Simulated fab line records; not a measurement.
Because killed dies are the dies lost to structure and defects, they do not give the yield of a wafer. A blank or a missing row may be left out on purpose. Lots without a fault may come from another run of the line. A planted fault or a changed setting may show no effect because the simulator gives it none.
fab line records	flow nandHarc	part 1 of 2: steps 1 to 4 of 6
record: lots: 21	wafers: 63	lastDay: 25
route steps=1159 shown A_STAIRCASE@531
lots that met no fault: taken from a fault-free run of the same line
startH: start of the lot's first displayed wafer, in hours after the record's first day	waitH: hours since the lot's step before	" identical to the entry in the row above	L1.1+2: several wafers, shown together as one row	- no value present, or no start provided	* or withheld: withheld	< > ~ a bound
route shown NAME@n: NAME is a module with steps in the file, n the number in the route of the first one	usual: mean and standard deviation over wafers with no fault	same: alike in all rows	chamber/n: place in a boat	sites: each site's reading	_std_site: the standard deviation of these	_edge_site: inner sites' mean taken away from outer sites' mean	radiusMm: for every site, how far away it sits from the centre of the wafer	mask NAME#n: copy n	behind: the most recent tool/chamber to have shaped the wafer	hold: what put the lot on hold/how long, in hours/how the hold closed	device: transistor that didn't switch, given as n, p or np	end of line: the route-end tests of the same wafers	for a step that has no rows: nothing shown but its recipe	killed: dies lost to structure and defects at the first sort, not the wafer's yield	map: the dies of a wafer, with x for killed, . for not killed, _ for no die there
set.NAME: the setting that was run; set.NAME@STEP: the one run at that earlier step	model.NAME: the simulator's own value behind a step, which no gauge read
a sample of lots followed through the steps of the route, with each step as a table and each wafer as a row
services: a tool's chamber out of use, with start hour (startH, from the record's first day; less than 0 if before it), hours out, and reason
== steps ==
step: NHARC_A_STAIRCASE_ETCH_169
recipe: targetDepthA: 500	timeS: 107.1	ionEnergyEv: 120	ch3fFlowSccm: 50	o2FlowSccm: 30	arFlowSccm: 200	rfW: 500	biasW: 100	chemistry: CH3F/O2
usual: drypumpMotorCurrentA: 5.9/0.46	oesProductAu: 0.951/0.019	rfVppV: 244.3/1.5	showerheadPlenumPTorr: 2.46/0.088	throttleValvePct: 20.664/0.0092
lot.wafer	tool	chamber	startH	waitH	drypumpMotorCurrentA	oesProductAu	rfHoursCounterH	rfVppV	showerheadPlenumPTorr	throttleValvePct
L077.3	rieDiel-11	0	246.50	0.1	6.1	0.946	4	241.3	2.31	20.661
L077.2	"	1	"	"	6.1	0.944	4	243.3	2.43	20.664
L077.5	"	1	"	"	6.1	0.941	-	243.2	2.43	20.673
L075.3	rieDiel-11	3	247.00	0.1	6.6	0.951	5	246.2	2.52	20.669
L075.1	"	1	"	"	6.1	0.934	4	244.0	2.43	20.661
L075.6	"	3	"	"	6.5	0.945	-	246.3	2.52	20.646
L074.1	rieDiel-11	3	250.45	0.2	6.6	0.946	6	244.3	2.52	20.682
L074.2	"	0	"	"	6.1	0.936	5	241.6	2.31	20.660
L074.5	"	2	"	"	6.1	0.949	-	244.0	2.48	20.672
L076.3	rieDiel-12	3	255.63	0.1	5.8	0.968	15	245.9	2.56	20.678
L076.2	"	1	"	"	6.5	0.947	17	242.1	2.30	20.675
L076.5	"	3	"	"	5.8	0.971	-	245.1	2.56	20.658
L079.4	rieDiel-10	3	255.79	0.1	5.6	0.985	31	245.4	2.51	20.667
L079.3	"	0	"	"	5.7	0.978	31	244.5	2.46	20.673
L079.5	"	0	"	"	5.8	0.975	-	243.7	2.46	20.647
L080.1	rieDiel-10	3	263.65	0.1	5.7	0.971	35	243.6	2.50	20.661
L080.4	"	1	"	"	5.2	0.974	34	242.7	2.33	20.672
L080.6	"	3	"	"	5.7	0.962	-	244.4	2.50	20.665
L081.1	rieDiel-12	0	274.58	0.1	5.8	0.970	20	244.9	2.53	20.667
L081.5	"	0	"	"	5.8	0.957	-	246.1	2.53	20.686
L081.6	"	1	"	"	6.5	0.980	-	241.7	2.29	20.662
L082.2	rieDiel-12	2	283.14	0.1	6.7	0.970	27	246.3	2.58	20.655
L082.4	"	3	"	"	5.8	0.960	24	246.6	2.55	20.673
L082.6	"	1	"	"	6.5	0.985	-	241.6	2.29	20.676
L083.3	rieDiel-10	1	290.00	0.1	5.2	0.963	38	242.4	2.33	20.663
L083.4	"	2	"	"	5.2	0.963	37	244.6	2.51	20.658
L083.1	"	3	"	"	5.7	0.990	41	245.3	2.50	20.657
L084.3	rieDiel-10	3	290.16	0.1	5.7	0.971	41	244.7	2.50	20.664
L084.1	"	0	"	"	5.7	0.967	42	245.3	2.45	20.667
L084.2	"	1	"	"	5.2	0.957	38	243.8	2.33	20.658
L085.1	rieDiel-12	2	301.72	0.1	6.7	0.987	33	245.9	2.57	20.669
L085.3	"	1	"	"	6.5	0.953	34	242.1	2.29	20.657
L085.6	"	3	"	"	5.8	0.975	-	244.9	2.55	20.678
L086.3	rieDiel-10	0	309.66	0.1	5.7	0.937	51	244.8	2.45	20.652
L086.4	"	1	"	"	5.2	0.923	46	243.9	2.33	20.665
L086.6	"	1	"	"	5.2	0.913	-	241.9	2.33	20.647
L090.3	rieDiel-12	3	325.42	0.1	5.8	0.955	40	245.8	2.55	20.678
L090.1	"	0	"	"	5.8	0.952	40	246.3	2.52	20.676
L090.4	"	2	"	"	6.7	0.957	39	245.4	2.57	20.672
L089.2	rieDiel-10	0	325.55	0.1	5.8	0.952	56	244.4	2.45	20.654
L089.4	"	1	"	"	5.2	0.943	51	242.9	2.32	20.666
L089.6	"	0	"	"	5.7	0.957	-	243.3	2.45	20.665
L091.3	rieDiel-11	1	330.12	0.2	6.1	0.955	36	244.1	2.42	20.659
L091.4	"	2	"	"	6.1	0.956	36	243.9	2.47	20.651
L091.2	"	0	"	"	6.1	0.959	39	241.6	2.30	20.653
L093.2	rieDiel-11	1	344.17	0.6	6.1	0.948	41	242.8	2.42	20.672
L093.4	"	3	"	"	6.6	0.947	45	244.6	2.50	20.670
L093.5	"	2	"	"	6.1	0.948	-	244.6	2.47	20.663
L092.3	rieDiel-11	2	347.53	0.1	6.1	0.919	42	243.8	2.47	20.671
L092.4	"	1	"	"	6.1	0.941	42	244.9	2.42	20.659
L092.5	"	3	"	"	6.6	0.926	-	245.6	2.50	20.663
L094.3	rieDiel-10	0	351.20	0.1	5.8	0.932	65	244.5	2.44	20.641
L094.2	"	1	"	"	5.2	0.923	60	240.9	2.32	20.659
L094.1	"	2	"	"	5.2	0.940	58	246.0	2.51	20.656
L095.3	rieDiel-12	0	351.40	0.1	5.8	0.968	47	244.9	2.52	20.670
L095.4	"	1	"	"	6.5	0.961	53	241.9	2.28	20.669
L095.5	"	3	"	"	5.8	0.983	-	245.0	2.54	20.663
L096.4	rieDiel-12	3	355.94	0.1	5.8	0.932	49	246.2	2.54	20.668
L096.3	"	2	"	"	6.7	0.929	49	244.8	2.57	20.665
L096.6	"	3	"	"	5.8	0.937	-	245.7	2.54	20.665
L097.3	rieDiel-11	2	381.15	0.1	6.0	0.932	54	245.2	2.46	20.678
L097.6	"	3	"	"	6.5	0.930	-	244.5	2.50	20.657
L097.5	"	0	"	"	6.1	0.934	-	242.7	2.29	20.664
step: NHARC_A_STAIRCASE_ETCH_23
recipe: targetDepthA: 1000	timeS: 40.5	ionEnergyEv: 400	c4f8FlowSccm: 20	o2FlowSccm: 10	arFlowSccm: withheld	rfW: 600	biasW: 1000	chemistry: C4F8/O2
usual: oesProductAu: 0.943/0.0097	rfVppV: 896/4.7
lot.wafer	tool	chamber	startH	waitH	oesProductAu	rfHoursCounterH	rfVppV
L077.2	rieDiel-11	0	-	-	0.926	6	888
L077.3	"	2	"	"	0.944	7	896
L077.5	"	1	"	"	0.936	-	895
L075.1	rieDiel-11	2	-	-	0.945	7	896
L075.3	"	3	"	"	0.950	7	898
L075.6	"	1	"	"	0.935	-	895
L074.1	rieDiel-12	0	-	-	0.953	14	901
L074.2	"	1	"	"	0.960	16	888
L074.5	"	0	"	"	0.956	-	901
L079.4	rieDiel-11	0	-	-	0.941	9	888
L079.3	"	1	"	"	0.949	9	895
L079.5	"	3	"	"	0.941	-	898
L076.2	rieDiel-12	3	-	-	0.948	17	900
L076.3	"	1	"	"	0.950	19	888
L076.5	"	0	"	"	0.935	-	900
L080.1	rieDiel-10	3	-	-	0.944	36	899
L080.4	"	0	"	"	0.949	37	896
L080.6	"	0	"	"	0.944	-	895
L081.1	rieDiel-12	1	-	-	0.957	27	888
L081.6	"	3	"	"	0.942	-	900
L081.5	"	0	"	"	0.949	-	900
L082.4	rieDiel-12	1	-	-	0.940	29	888
L082.2	"	2	"	"	0.951	28	900
L082.6	"	3	"	"	0.946	-	901
L083.3	rieDiel-11	2	-	-	0.947	23	897
L083.4	"	3	"	"	0.937	24	898
L083.1	"	0	"	"	0.939	25	887
L084.2	rieDiel-10	0	-	-	0.955	46	894
L084.3	"	1	"	"	0.947	40	890
L084.1	"	2	"	"	0.960	39	899
L085.1	rieDiel-12	0	-	-	0.937	29	899
L085.3	"	1	"	"	0.958	35	887
L085.6	"	0	"	"	0.949	-	899
L086.3	rieDiel-10	1	-	-	0.921	47	889
L086.4	"	3	"	"	0.931	52	899
L086.6	"	1	"	"	0.925	-	889
L090.3	rieDiel-12	0	-	-	0.948	41	898
L090.1	"	1	"	"	0.948	47	888
L090.4	"	3	"	"	0.958	41	900
L089.2	rieDiel-10	2	-	-	0.947	51	899
L089.4	"	3	"	"	0.962	56	896
L089.6	"	2	"	"	0.941	-	897
L091.3	rieDiel-11	3	-	-	0.937	41	899
L091.2	"	0	"	"	0.942	40	888
L091.4	"	1	"	"	0.942	37	894
L093.4	rieDiel-12	1	-	-	0.961	52	888
L093.2	"	2	"	"	0.951	46	902
L093.5	"	0	"	"	0.944	-	898
L092.3	rieDiel-11	2	-	-	0.947	43	896
L092.4	"	3	"	"	0.942	47	898
L092.5	"	2	"	"	0.940	-	897
L094.2	rieDiel-12	2	-	-	0.937	49	899
L094.3	"	3	"	"	0.949	48	899
L094.1	"	0	"	"	0.946	48	898
L095.3	rieDiel-11	1	-	-	0.940	44	895
L095.4	"	2	"	"	0.930	45	895
L095.5	"	3	"	"	0.930	-	897
L096.3	rieDiel-12	3	-	-	0.953	52	900
L096.4	"	1	"	"	0.964	58	888
L096.6	"	2	"	"	0.924	-	901
L097.3	rieDiel-10	1	-	-	0.932	9	889
L097.6	"	2	"	"	0.941	-	899
L097.5	"	3	"	"	0.933	-	897
step: NHARC_A_STAIRCASE_DESCUM_186
recipe: timeS: 3	o2FlowSccm: 200	arFlowSccm: 0	biasPowerW: 0	chemistry: O2
usual: drypumpMotorCurrentA: 5.9/0.47	oesProductAu: 0.999/0.0075	rfVppV: 57.6/0.9	showerheadPlenumPTorr: 1.90/0.072	throttleValvePct: 11.312/0.0096
lot.wafer	tool	chamber	startH	waitH	drypumpMotorCurrentA	oesProductAu	rfHoursCounterH	rfVppV	showerheadPlenumPTorr	throttleValvePct
L077.2	rieDiel-10	0	252.99	-	5.7	1.007	31	58.5	1.91	11.313
L077.3	"	1	"	"	5.2	0.989	30	56.6	1.81	11.330
L077.5	"	0	"	"	5.7	1.000	-	57.3	1.91	11.320
L075.3	rieDiel-11	2	253.30	-	6.0	0.995	8	57.9	1.93	11.309
L075.1	"	3	"	"	6.6	1.001	8	58.0	1.96	11.307
L075.6	"	3	"	"	6.6	0.995	-	58.9	1.96	11.299
L074.1	rieDiel-10	0	255.98	-	5.7	0.991	32	57.8	1.91	11.321
L074.2	"	1	"	"	5.2	0.983	31	56.2	1.81	11.317
L074.5	"	1	"	"	5.2	0.985	-	55.8	1.81	11.326
L079.4	rieDiel-10	0	261.64	-	5.8	1.007	35	56.6	1.91	11.320
L079.3	"	1	"	"	5.2	1.005	33	56.8	1.81	11.312
L079.5	"	1	"	"	5.2	0.990	-	56.6	1.81	11.293
L076.2	rieDiel-12	0	264.09	-	5.8	0.999	20	57.5	1.97	11.316
L076.3	"	1	"	"	6.5	0.993	20	57.0	1.78	11.303
L076.5	"	3	"	"	5.8	0.996	-	58.0	1.99	11.314
L080.4	rieDiel-11	3	269.95	-	6.6	1.004	15	58.6	1.96	11.331
L080.1	"	0	"	"	6.1	1.001	13	57.0	1.79	11.309
L080.6	"	1	"	"	6.1	1.003	-	57.6	1.89	11.309
L081.1	rieDiel-10	0	280.55	-	5.8	0.999	41	59.3	1.91	11.301
L081.5	"	3	"	"	5.7	1.006	-	57.8	1.95	11.312
L081.6	"	2	"	"	5.2	1.000	-	57.8	1.96	11.317
L082.2	rieDiel-12	3	289.38	-	5.8	1.003	25	57.2	1.99	11.307
L082.4	"	0	"	"	5.8	0.996	24	57.7	1.97	11.324
L082.6	"	1	"	"	6.5	0.993	-	57.5	1.78	11.327
L083.4	rieDiel-12	1	298.15	-	6.5	1.003	33	57.0	1.78	11.310
L083.1	"	2	"	"	6.7	1.005	32	58.6	2.01	11.316
L083.3	"	0	"	"	5.8	0.988	27	58.0	1.97	11.318
L084.2	rieDiel-11	3	298.51	-	6.5	1.005	25	58.1	1.95	11.313
L084.3	"	0	"	"	6.1	1.001	25	56.2	1.79	11.312
L084.1	"	1	"	"	6.1	1.005	24	57.8	1.89	11.326
L085.3	rieDiel-12	1	307.81	-	6.5	0.998	35	55.6	1.78	11.305
L085.1	"	2	"	"	6.7	1.008	35	58.8	2.01	11.315
L085.6	"	0	"	"	5.8	0.988	-	57.2	1.97	11.320
L086.4	rieDiel-10	2	317.89	-	5.2	0.996	47	56.9	1.96	11.312
L086.3	"	0	"	"	5.8	1.010	53	56.2	1.90	11.311
L086.6	"	1	"	"	5.2	0.981	-	60.0	1.81	11.310
L090.1	rieDiel-10	1	330.63	-	5.2	0.995	53	58.3	1.80	11.322
L090.3	"	2	"	"	5.2	0.992	52	58.0	1.95	11.316
L090.4	"	3	"	"	5.7	0.998	57	58.1	1.94	11.315
L089.4	rieDiel-12	1	331.35	-	6.5	0.998	47	57.4	1.77	11.320
L089.2	"	3	"	"	5.8	0.988	42	59.7	1.98	11.316
L089.6	"	0	"	"	5.8	0.981	-	58.8	1.96	11.322
L091.4	rieDiel-11	1	336.58	-	6.1	1.005	38	57.8	1.88	11.301
L091.3	"	2	"	"	6.0	0.995	39	59.0	1.92	11.317
L091.2	"	3	"	"	6.6	1.001	42	56.5	1.95	11.301
L093.4	rieDiel-10	0	349.49	-	5.7	1.015	65	58.7	1.90	11.298
L093.2	"	2	"	"	5.2	1.009	57	57.4	1.95	11.300
L093.5	"	1	"	"	5.2	1.001	-	56.8	1.80	11.308
L092.3	rieDiel-10	1	353.02	-	5.2	0.982	60	57.2	1.80	11.314
L092.4	"	0	"	"	5.8	1.001	66	57.5	1.90	11.304
L092.5	"	1	"	"	5.2	0.996	-	56.4	1.80	11.312
L094.3	rieDiel-11	2	356.98	-	6.1	1.003	46	57.1	1.92	11.325
L094.1	"	3	"	"	6.6	0.995	49	59.0	1.95	11.308
L094.2	"	1	"	"	6.1	0.999	45	57.5	1.88	11.305
L095.3	rieDiel-11	2	357.95	-	6.0	0.994	46	58.6	1.92	11.302
L095.4	"	0	"	"	6.1	1.001	49	57.7	1.78	11.318
L095.5	"	2	"	"	6.1	0.998	-	57.5	1.92	11.323
L096.3	rieDiel-10	0	363.32	-	5.8	0.993	0	58.4	1.90	11.325
L096.4	"	1	"	"	5.2	0.993	0	57.0	1.80	11.301
L096.6	"	3	"	"	5.6	0.998	-	57.7	1.94	11.303
L097.3	rieDiel-11	1	391.72	-	6.1	1.000	59	57.5	1.88	11.306
L097.6	"	0	"	"	6.1	1.000	-	56.6	1.77	11.311
L097.5	"	1	"	"	6.1	1.000	-	58.7	1.88	11.314
step: NHARC_A_STAIRCASE_TRIM_187
recipe: timeS: 211.2	o2FlowSccm: 500	arFlowSccm: 0	biasW: 0	chemistry: O2
usual: drypumpMotorCurrentA: 5.9/0.48	oesProductAu: 1.000/0.0072	rfVppV: 57.7/0.88	showerheadPlenumPTorr: 3.51/0.12	throttleValvePct: 17.035/0.0085
lot.wafer	tool	chamber	startH	waitH	drypumpMotorCurrentA	oesProductAu	rfHoursCounterH	rfVppV	showerheadPlenumPTorr	throttleValvePct
L077.2	rieDiel-10	3	253.08	0.1	5.7	0.996	30	58.1	3.59	17.045
L077.3	"	0	"	"	5.8	0.997	31	56.4	3.53	17.049
L077.5	"	3	"	"	5.7	1.006	-	58.9	3.59	17.045
L075.3	rieDiel-11	3	253.42	0.1	6.6	1.006	8	57.8	3.61	17.028
L075.1	"	0	"	"	6.1	0.984	7	58.3	3.32	17.036
L075.6	"	1	"	"	6.2	0.988	-	57.4	3.49	17.028
L074.2	rieDiel-10	0	256.06	0.1	5.8	1.000	32	58.2	3.52	17.038
L074.1	"	1	"	"	5.2	0.994	31	58.5	3.35	17.040
L074.5	"	0	"	"	5.7	1.000	-	57.6	3.52	17.042
L079.3	rieDiel-10	1	261.73	0.1	5.2	0.992	33	56.5	3.35	17.026
L079.4	"	3	"	"	5.7	1.017	34	58.2	3.59	17.031
L079.5	"	1	"	"	5.2	0.986	-	57.1	3.35	17.042
L076.2	rieDiel-12	1	264.17	0.1	6.5	1.004	20	58.2	3.30	17.029
L076.3	"	2	"	"	6.7	1.000	20	59.8	3.70	17.043
L076.5	"	2	"	"	6.7	0.989	-	57.8	3.69	17.035
L080.1	rieDiel-11	2	270.02	0.1	6.1	1.016	15	57.6	3.55	17.020
L080.4	"	1	"	"	6.1	1.005	13	58.2	3.49	17.033
L080.6	"	3	"	"	6.6	1.006	-	56.8	3.61	17.049
L081.1	rieDiel-10	3	280.68	0.1	5.7	1.018	40	58.7	3.59	17.036
L081.6	"	0	"	"	5.7	1.007	-	58.1	3.52	17.035
L081.5	"	3	"	"	5.7	1.002	-	58.3	3.59	17.038
L082.4	rieDiel-12	1	289.47	0.1	6.5	1.000	29	56.5	3.30	17.027
L082.2	"	2	"	"	6.7	0.992	28	59.0	3.69	17.041
L082.6	"	1	"	"	6.5	1.007	-	57.6	3.30	17.032
L083.1	rieDiel-12	1	298.23	0.1	6.5	0.994	33	56.4	3.29	17.037
L083.4	"	2	"	"	6.7	1.016	32	59.5	3.69	17.030
L083.3	"	0	"	"	5.9	0.997	27	56.5	3.62	17.037
L084.3	rieDiel-11	3	298.60	0.1	6.6	1.005	25	58.5	3.60	17.034
L084.2	"	0	"	"	6.1	1.001	25	57.0	3.31	17.049
L084.1	"	2	"	"	6.1	1.010	24	58.0	3.55	17.035
L085.3	rieDiel-12	2	307.90	0.1	6.7	1.001	35	58.5	3.69	17.039
L085.1	"	1	"	"	6.5	1.008	35	57.0	3.29	17.039
L085.6	"	2	"	"	6.7	1.005	-	59.6	3.69	17.048
L086.4	rieDiel-10	0	318.00	0.1	5.8	1.005	53	58.9	3.51	17.027
L086.3	"	1	"	"	5.2	0.994	48	57.8	3.34	17.045
L086.6	"	3	"	"	5.7	0.996	-	57.0	3.58	17.033
L090.3	rieDiel-10	0	330.71	0.1	5.8	0.996	58	58.0	3.51	17.027
L090.4	"	1	"	"	5.2	0.995	53	57.7	3.34	17.046
L090.1	"	2	"	"	5.2	1.003	52	56.6	3.60	17.040
L089.2	rieDiel-12	0	331.44	0.1	5.8	0.993	42	57.8	3.61	17.036
L089.4	"	1	"	"	6.5	1.009	47	57.5	3.29	17.038
L089.6	"	0	"	"	5.8	0.982	-	58.3	3.61	17.035
L091.4	rieDiel-11	0	336.66	0.1	6.1	1.000	41	57.6	3.30	17.038
L091.2	"	1	"	"	6.2	1.001	38	57.5	3.47	17.023
L091.3	"	2	"	"	6.0	1.008	39	59.4	3.54	17.030
L093.2	rieDiel-10	0	349.71	0.2	5.7	0.998	65	56.5	3.51	17.035
L093.4	"	1	"	"	5.2	0.997	59	57.5	3.34	17.022
L093.5	"	3	"	"	5.7	1.006	-	58.0	3.58	17.044
L092.4	rieDiel-10	1	353.10	0.1	5.2	0.986	60	56.8	3.34	17.036
L092.3	"	0	"	"	5.7	0.997	66	58.3	3.51	17.033
L092.5	"	1	"	"	5.2	0.991	-	57.3	3.34	17.033
L094.2	rieDiel-11	2	357.07	0.1	6.1	1.008	46	58.3	3.54	17.016
L094.3	"	3	"	"	6.6	0.999	49	57.8	3.59	17.038
L094.1	"	0	"	"	6.1	0.992	48	56.2	3.30	17.028
L095.4	rieDiel-11	1	358.02	0.1	6.1	1.001	45	57.5	3.47	17.032
L095.3	"	3	"	"	6.6	0.999	49	59.4	3.59	17.044
L095.5	"	1	"	"	6.1	1.002	-	57.3	3.47	17.042
L096.3	rieDiel-10	2	363.39	0.1	5.2	0.997	0	57.5	3.59	17.025
L096.4	"	1	"	"	5.2	0.995	0	56.3	3.34	17.065
L096.6	"	3	"	"	5.7	0.997	-	58.8	3.58	17.031
L097.3	rieDiel-11	0	391.80	0.1	6.1	1.004	62	57.0	3.29	17.030
L097.6	"	0	"	"	6.1	1.012	-	58.7	3.29	17.036
L097.5	"	1	"	"	6.1	1.004	-	58.2	3.46	17.037
